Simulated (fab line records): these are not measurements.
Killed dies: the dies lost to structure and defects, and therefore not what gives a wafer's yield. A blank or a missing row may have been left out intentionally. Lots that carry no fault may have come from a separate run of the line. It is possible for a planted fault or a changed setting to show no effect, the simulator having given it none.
Matching of chambers	flow n5-finfet	N5_MOL_CONTACT_COAG_ALD_131 on ald-sin-02: 4 sister chambers
The step deposits SiO2, target thk 5 nm, pulse time 1 s, co reactant pulse time 1 s. 4 wafers are shown with their chamber, then 7 later ones without.

WAFERS, EACH WITH ITS CHAMBER
wafer	chamber	heater-power-w (W)
L075.2	0	77
L089.5	1	83
L088.1	2	79
L088.3	3	80

WAFERS WITH NO CHAMBER GIVEN
wafer	heater-power-w (W)
L088.5	80
L091.2	83
L091.3	81
L091.4	77
L097.1	82
L097.3	78
L097.6	81

WHICH CHAMBER EACH ONE RAN IN
wafer	from the rows above	in truth
L088.5	can't be placed: 3 or 2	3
L091.2	1	1
L091.3	can't be placed: 3 or 1 or 2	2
L091.4	0	0
L097.1	can't be placed: 1 or 3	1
L097.3	can't be placed: 0 or 2 or 3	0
L097.6	can't be placed: 3 or 1 or 2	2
2 of 7 placed correctly. Can't be placed from these rows: 5 (the true chamber is among the candidates in 5). Wrongly placed: 0.
How it was worked out, from the rows above alone: a wafer's distance from a chamber is the root of the sum, over the readings, of the square of ((its reading less the chamber's mean) divided by the reading's scatter). The wafer belongs to the nearest chamber; if the next one is less than 2 further off, it can't be placed. A chamber's mean is the mean of its shown wafers. The scatter: with one shown wafer a chamber, the root of the mean of the squares of how far each hidden wafer lies from its nearest shown one.
